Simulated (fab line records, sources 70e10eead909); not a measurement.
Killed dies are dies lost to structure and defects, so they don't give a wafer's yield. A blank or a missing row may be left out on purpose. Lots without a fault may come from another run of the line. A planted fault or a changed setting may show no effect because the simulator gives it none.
fab line records | flow nand_harc
record lots=7 wafers=21 last_day=23
route steps=1159 shown P_M0@262
lots that met no fault: from a run of the same line without faults
start_h: hours from the record's first day to the start of the lot's first wafer shown | wait_h: hours since the lot's step before | " the same as in the row above | L1.1+2: a row that stands for several wafers | - no value, or no start given | * or withheld: withheld | < > ~ a bound
route shown NAME@n: a module of which the file shows steps, and the number in the route of the first | usual: mean/standard deviation of fault-free wafers | same: alike in all rows | chamber/n: place in a boat | sites: the reading at each site | _std_site: their standard deviation | _edge_site: outer sites' mean less inner sites' | radius_mm: how far each site lies from the wafer's centre | mask NAME#n: copy n | behind: the tool/chamber that last shaped the wafer | hold: why the lot was held/for how many hours/how that ended | device: the transistor (n, p or np) that didn't switch | end of line: the same wafers' tests at the end of the route | a step without rows: its recipe alone | killed: dies lost to structure and defects at the first sort, not the wafer's yield | map: a wafer's dies, x killed, . not, _ none there
set.NAME: the setting as run; set.NAME@STEP: as run at that earlier step | model.NAME: the simulator's own value behind a step, which no gauge read
lots at some steps of the route; a table a step, a row a wafer
services: from which hour (start_h, from the record's first day; less than 0 if before it) a tool's chamber was out of use, for how many hours, and why
## steps
# step NHARC_P_M0_DEVELOP_08
# recipe develop_time_s=35 dev_temp_c=23
# step NHARC_P_M0_CD_MEAS_09
# recipe target_cd_nm=90 landing_energy_ev=500
# usual cd_nm=90.3/0.79
# columns lot.wafer tool chamber start_h wait_h cd_nm
L766.2 cd_sem-01 0 127.89 - 89.5
L766.4 " 0 " " 89.5
L766.5 " 0 " " 88.9
L771.1 cd_sem-01 0 150.05 - 89.6
L771.3 " 0 " " 90.6
L771.6 " 0 " " 89.9
L772.1 cd_sem-03 0 158.91 - 90.4
L772.3 " 0 " " 90.3
L772.4 " 0 " " 90.4
L773.2 cd_sem-02 0 169.88 - 90.6
L773.3 " 0 " " 90.8
L773.6 " 0 " " 91.6
L776.2 cd_sem-03 0 196.53 - 89.8
L776.4 " 0 " " 90.5
L776.6 " 0 " " 89.3
L782.2 cd_sem-02 0 214.40 - 89.6
L782.4 " 0 " " 89.6
L782.5 " 0 " " 88.7
L785.2 cd_sem-03 0 234.81 - 92.0
L785.4 " 0 " " 90.9
L785.5 " 0 " " 90.2
# step NHARC_P_M0_OVL_MEAS_10
# recipe pitch_nm=180
# usual overlay_x_nm=-0.1/0.79 overlay_y_nm=-0.2/0.85
# columns lot.wafer tool chamber start_h wait_h overlay_x_nm overlay_y_nm
L766.2 overlay-02 - 127.97 - -1.1 -0.2
L766.4 " - " " -0.6 0.1
L766.5 " - " " -1.1 -0.2
L771.1 overlay-01 - 150.15 - -1.1 -1.0
L771.3 " - " " -1.8 -0.6
L771.6 " - " " -1.4 -1.3
L772.1 overlay-01 - 159.00 - -0.3 0.2
L772.3 " - " " -1.0 0.4
L772.4 " - " " -0.6 0.3
L773.2 overlay-02 - 169.97 - -0.6 0.6
L773.3 " - " " -0.2 0.2
L773.6 " - " " -0.5 0.1
L776.2 overlay-01 - 196.61 - -0.8 -0.5
L776.4 " - " " -0.6 -0.8
L776.6 " - " " -0.8 -1.0
L782.2 overlay-01 - 214.49 - -0.9 -1.0
L782.4 " - " " -0.8 -0.8
L782.5 " - " " -1.1 -0.7
L785.2 overlay-02 - 234.89 - 1.1 -1.2
L785.4 " - " " 0.9 -0.9
L785.5 " - " " 0.8 -1.5
# step NHARC_P_M0_INSPECT_11
# usual raw_defect_count=4.2/2.7
# columns lot.wafer tool chamber start_h wait_h raw_defect_count
L766.2 defect_inspect-01 - 128.01 0.0 1
L766.4 " - " " 1
L766.5 " - " " 0
L771.1 defect_inspect-02 - 150.19 0.0 5
L771.3 " - " " 4
L771.6 " - " " 3
L772.1 defect_inspect-02 - 159.03 0.0 1
L772.3 " - " " 5
L772.4 " - " " 4
L773.2 defect_inspect-02 - 170.00 0.0 10
L773.3 " - " " 7
L773.6 " - " " 12
L776.2 defect_inspect-02 - 196.65 0.0 3
L776.4 " - " " 3
L776.6 " - " " 3
L782.2 defect_inspect-01 - 214.52 0.0 2
L782.4 " - " " 3
L782.5 " - " " 3
L785.2 defect_inspect-02 - 234.93 0.0 6
L785.4 " - " " 7
L785.5 " - " " 6
# step NHARC_P_M0_DESCUM_14
# recipe time_s=3 o2_flow_sccm=200 ar_flow_sccm=0 bias_power_w=0 chemistry=O2
# usual drypump_motor_current_A=5.7/0.31 oes_product_au=0.996/0.014 rf_vpp_V=57.8/0.88 showerhead_plenum_p_Torr=1.91/0.099 throttle_valve_pct=11.311/0.0095
# columns lot.wafer tool chamber start_h wait_h drypump_motor_current_A oes_product_au rf_hours_counter_h rf_vpp_V showerhead_plenum_p_Torr throttle_valve_pct
L766.2 rie_diel-06 0 128.07 0.1 6.1 0.994 4 58.2 2.02 11.302
L766.4 " 3 " " 5.8 1.019 5 57.2 1.87 11.297
L766.5 " 1 " " 6.1 0.978 - 57.6 1.83 11.317
L771.1 rie_diel-06 2 150.27 0.1 5.4 1.019 6 59.1 2.07 11.312
L771.3 " 3 " " 5.8 1.020 6 57.5 1.87 11.313
L771.6 " 3 " " 5.8 1.024 - 58.5 1.87 11.302
L772.1 rie_diel-07 1 159.09 0.1 5.0 0.994 7 57.2 2.06 11.305
L772.3 " 3 " " 5.6 0.986 8 57.1 1.82 11.310
L772.4 " 0 " " 5.8 0.983 7 58.2 1.80 11.320
L773.2 rie_diel-04 3 170.06 0.1 6.0 0.984 4 58.2 1.98 11.327
L773.3 " 1 " " 5.7 0.986 3 57.7 1.85 11.306
L773.6 " 0 " " 5.7 1.007 - 57.8 1.99 11.313
L776.2 rie_diel-06 1 196.71 0.1 6.1 0.974 8 56.6 1.83 11.327
L776.4 " 3 " " 5.8 1.012 8 56.8 1.87 11.318
L776.6 " 2 " " 5.4 1.007 - 59.0 2.06 11.314
L782.2 rie_diel-04 1 214.60 0.1 5.7 0.977 6 58.1 1.85 11.324
L782.4 " 0 " " 5.8 1.005 - 58.5 1.99 11.317
L782.5 " 3 " " 6.0 0.982 - 59.7 1.98 11.310
L785.4 rie_diel-04 1 234.99 0.1 5.7 0.992 6 57.4 1.85 11.301
L785.2 " 2 " " 6.0 1.011 7 57.3 1.86 11.299
L785.5 " 2 " " 6.0 1.007 - 57.6 1.86 11.317
# step NHARC_P_M0_ETCH_34
# recipe target_depth_a=400 overetch_a=120 time_s=43.94 ion_energy_ev=200 n2_flow_sccm=150 h2_flow_sccm=150 ar_flow_sccm=0 rf_w=400 bias_w=150 chemistry=N2/H2
# step NHARC_P_M0_ETCH_15
# recipe target_depth_a=1500 overetch_a=150 time_s=82.5 c4f8_flow_sccm=withheld ar_flow_sccm=400 rf_w=600 bias_w=300 chemistry=C4F8/Ar
# usual oes_product_au=0.944/0.025 rf_vpp_V=441/3.1
# columns lot.wafer tool chamber start_h wait_h oes_product_au rf_hours_counter_h rf_vpp_V
L766.2 rie_diel-06 1 - - 0.941 5 439
L766.4 " 0 " " 0.946 4 444
L766.5 " 1 " " 0.938 - 437
L771.3 rie_diel-06 3 - - 0.973 6 440
L771.1 " 1 " " 0.943 6 438
L771.6 " 3 " " 0.964 - 440
L772.1 rie_diel-07 0 - - 0.913 7 437
L772.3 " 1 " " 0.912 7 446
L772.4 " 2 " " 0.930 8 436
L773.3 rie_diel-04 2 - - 0.947 4 439
L773.2 " 0 " " 0.940 3 443
L773.6 " 2 " " 0.947 - 441
L776.2 rie_diel-06 2 - - 0.939 9 445
L776.4 " 1 " " 0.909 8 438
L776.6 " 3 " " 0.944 - 440
L782.2 rie_diel-04 3 - - 0.952 8 443
L782.4 " 0 " " 0.968 - 443
L782.5 " 1 " " 0.940 - 438
L785.2 rie_diel-04 3 - - 0.921 8 443
L785.4 " 1 " " 0.917 6 439
L785.5 " 3 " " 0.914 - 442
# step NHARC_P_M0_CD_MEAS_16
# usual cd_nm=90.2/1.1
# columns lot.wafer tool chamber start_h wait_h cd_nm
L766.2 cd_sem-01 - 128.37 - 89.5
L766.4 " - " " 88.6
L766.5 " - " " 90.0
L771.1 cd_sem-03 - 150.57 - 89.8
L771.3 " - " " 90.2
L771.6 " - " " 89.2
L772.1 cd_sem-03 - 159.39 - 89.8
L772.3 " - " " 90.1
L772.4 " - " " 89.0
L773.2 cd_sem-01 - 170.39 - 90.2
L773.3 " - " " 92.5
L773.6 " - " " 92.4
L776.2 cd_sem-01 - 197.01 - 88.6
L776.4 " - " " 89.2
L776.6 " - " " 88.1
L782.2 cd_sem-01 - 214.93 - 89.2
L782.4 " - " " 91.5
L782.5 " - " " 88.4
L785.2 cd_sem-03 - 235.29 - 92.3
L785.4 " - " " 91.0
L785.5 " - " " 90.4
# step NHARC_P_M0_STRIP_18
# recipe power_w=1000 n2_flow_sccm=150 h2_flow_sccm=150 ar_flow_sccm=0 bias_w=0 chemistry=N2/H2
# usual drypump_motor_current_A=5.72/0.3 oes_product_au=0.998/0.014 rf_vpp_V=90.7/0.97 showerhead_plenum_p_Torr=2.04/0.11 throttle_valve_pct=14.171/0.009
# columns lot.wafer tool chamber start_h wait_h drypump_motor_current_A oes_product_au rf_hours_counter_h rf_vpp_V showerhead_plenum_p_Torr throttle_valve_pct
L766.2 rie_diel-07 3 128.47 0.1 5.55 0.984 6 90.0 1.94 14.163
L766.4 " 1 " " 5.00 0.982 5 91.7 2.20 14.151
L766.5 " 3 " " 5.54 0.989 - 90.7 1.93 14.170
L771.3 rie_diel-07 3 150.68 0.1 5.55 0.990 7 90.9 1.93 14.172
L771.1 " 0 " " 5.71 0.986 7 89.9 1.92 14.167
L771.6 " 2 " " 5.62 1.013 - 90.2 1.91 14.163
L772.3 rie_diel-06 2 159.47 0.1 5.48 1.022 7 90.8 2.21 14.171
L772.4 " 0 " " 6.15 0.998 6 92.0 2.16 14.167
L772.1 " 1 " " 6.06 0.982 6 90.4 1.95 14.187
L773.2 rie_diel-07 0 170.49 0.1 5.72 0.985 8 89.0 1.92 14.153
L773.3 " 1 " " 5.02 0.997 8 91.4 2.20 14.169
L773.6 " 0 " " 5.75 0.982 - 88.8 1.92 14.177
L776.2 rie_diel-06 1 197.08 0.1 6.09 0.981 8 90.2 1.95 14.168
L776.4 " 3 " " 5.83 1.010 8 90.8 2.00 14.177
L776.6 " 1 " " 6.08 0.975 - 91.5 1.95 14.163
L782.2 rie_diel-07 3 215.00 0.1 5.54 0.990 12 90.3 1.93 14.182
L782.4 " 1 " " 5.01 0.989 12 92.4 2.20 14.169
L782.5 " 3 " " 5.57 0.999 - 88.4 1.93 14.195
L785.2 rie_diel-06 3 235.36 0.1 5.83 1.000 12 91.1 1.99 14.173
L785.4 " 2 " " 5.46 1.012 12 91.5 2.20 14.156
L785.5 " 3 " " 5.81 1.012 - 90.5 1.99 14.162
# step NHARC_P_M0_STRIP_19
# recipe time_s=600 temp_c=30 chemistry=post_etch_residue_remover
# step NHARC_P_M0_DEGAS_28
# recipe temp_c=250 time_s=60
# step NHARC_P_M0_PRE_CLEAN_29
# recipe time_s=30 temp_c=280 gas=H2/He
# usual heater_power_w=382/42
# columns lot.wafer tool chamber start_h wait_h heater_power_w
L766.4 pvd_sputter-02 - - - 342
L766.2 " - " " 423
L766.5 " - " " 359
L771.1 pvd_sputter-01 - - - 331
L771.3 " - " " 346
L771.6 " - " " 329
L772.4 pvd_sputter-02 - - - 372
L772.1 " - " " 342
L772.3 " - " " 410
L773.3 pvd_sputter-01 - - - 511
L773.2 " - " " 355
L773.6 " - " " 329
L776.2 pvd_sputter-03 - - - 397
L776.4 " - " " 356
L776.6 " - " " 350
L782.4 pvd_sputter-03 - - - 404
L782.2 " - " " 361
L782.5 " - " " 381
L785.2 pvd_sputter-03 - - - 408
L785.4 " - " " 357
L785.5 " - " " 407
# step NHARC_P_M0_PVD_20
# recipe target_thk_a=50 bias_v=168.6 power_w=15000 chamber_pressure_pa=0.12 time_s=8.06 substrate_temp_c=50 material=TaN
# usual bias_v=168.6/1.7 cathode_dc_power_W=15000/2.7 throttle_valve_pct=29.8/1.1
# columns lot.wafer tool chamber start_h wait_h bias_v cathode_dc_power_W throttle_valve_pct
L766.2 pvd_sputter-02 - 129.10 - 164.2 15002 27.5
L766.4 " - " " 169.2 14998 30.4
L766.5 " - " " 169.1 15001 29.1
L771.3 pvd_sputter-01 - 151.40 - - - -
L771.1 " - " " - - -
L771.6 " - " " - - -
L772.1 pvd_sputter-02 - 160.20 - - - -
L772.3 " - " " - - -
L772.4 " - " " - - -
L773.3 pvd_sputter-01 - 171.12 - - - -
L773.2 " - " " - - -
L773.6 " - " " - - -
L776.2 pvd_sputter-03 - 197.74 - 171.2 14998 29.7
L776.4 " - " " 170.5 14999 28.6
L776.6 " - " " 166.6 15001 28.6
L782.2 pvd_sputter-03 - 215.68 - 170.5 14997 31.2
L782.4 " - " " 165.9 15005 29.5
L782.5 " - " " 166.6 15001 28.5
L785.4 pvd_sputter-03 - 236.03 - 169.2 14996 30.0
L785.2 " - " " 168.6 14999 29.8
L785.5 " - " " 170.3 15002 30.2
# step NHARC_P_M0_PVD_21
# recipe target_thk_a=300 chamber_pressure_pa=5 power_w=5000 substrate_temp_c=30 time_s=20.49 material=Cu
# usual cathode_dc_power_W=5000.0/0.84 chamber_pressure_pa=5.001/0.011 throttle_valve_pct=29.9/1.1
# columns lot.wafer tool chamber start_h wait_h cathode_dc_power_W chamber_pressure_pa throttle_valve_pct
L766.2 pvd_sputter-02 - - - 5000.1 5.001 27.5
L766.4 " - " " 4999.7 4.996 29.0
L766.5 " - " " 4999.9 5.006 27.4
L771.3 pvd_sputter-01 - - - 4999.9 4.991 31.0
L771.1 " - " " 5000.0 5.018 32.0
L771.6 " - " " 5000.5 4.991 30.7
L772.4 pvd_sputter-02 - - - 5000.0 4.986 30.5
L772.1 " - " " 5000.2 5.011 29.0
L772.3 " - " " 4999.1 5.008 27.3
L773.3 pvd_sputter-01 - - - 5000.3 5.004 29.3
L773.2 " - " " 5001.1 4.991 31.5
L773.6 " - " " 4999.6 5.001 31.3
L776.4 pvd_sputter-03 - - - 5000.4 4.991 28.5
L776.2 " - " " 5000.5 5.008 30.1
L776.6 " - " " 4999.7 5.003 29.8
L782.4 pvd_sputter-03 - - - 4999.2 5.000 29.8
L782.2 " - " " 5001.7 5.017 28.2
L782.5 " - " " 4999.0 4.997 29.8
L785.2 pvd_sputter-03 - - - 5000.0 5.000 30.5
L785.4 " - " " 5000.8 5.000 30.9
L785.5 " - " " 4999.2 4.998 28.4
## services
# columns tool chamber start_h hours kind
rie_diel-04 - 111.90 9.0 pm
rie_diel-06 0 122.20 - clean
rie_diel-06 1 122.20 - clean
rie_diel-06 2 122.20 - clean
rie_diel-06 3 122.20 - clean
rie_diel-06 0 146.70 - clean
rie_diel-06 1 146.70 - clean
rie_diel-06 2 146.70 - clean
rie_diel-06 3 146.70 - clean
pvd_sputter-02 - 148.48 3.7 repair
pvd_sputter-01 - 158.00 10.0 pm
rie_diel-06 3 165.73 2.3 repair
rie_diel-06 0 171.20 - clean
rie_diel-04 1 174.27 6.7 repair
pvd_sputter-03 - 176.10 4.3 repair
rie_diel-07 2 178.39 15.6 repair
pvd_sputter-03 - 184.20 6.2 repair
rie_diel-06 0 200.61 12.9 repair
rie_diel-04 0 203.80 3.2 repair
rie_diel-04 1 206.23 5.3 repair
rie_diel-04 2 209.98 23.8 repair
pvd_sputter-02 - 214.00 10.0 pm
rie_diel-04 1 223.69 8.3 repair
rie_diel-07 - 228.67 9.0 pm
## key
first_sign step=NHARC_P_M0_PVD_20 reading=tool_record direction=missing
effect none on later readings
met_at NHARC_P_M0_PVD_20
struck_wafers L771.1,L771.3,L771.6,L772.1,L772.3,L772.4,L773.2,L773.3,L773.6
later_rows_left_out L771.1,L771.3,L771.6,L772.1,L772.3,L772.4,L773.2,L773.3,L773.6
sort_left_out L771.1,L771.3,L771.6,L772.1,L772.3,L772.4,L773.2,L773.3,L773.6
onset_between 129.10 151.40
fault kind=skipped_step_whole tool=pvd_sputter-01,pvd_sputter-02 chamber=- onset_h=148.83 steps=NHARC_P_M0_PVD_20 scope=struck_lots_only
# sort_left_out: the simulated sort isn't trusted on such a fault, so these wafers' sort isn't shown, and their yield isn't known
# later_rows_left_out: the simulator's readings of these wafers behind a module that went badly wrong aren't trusted and aren't shown, but for the sort
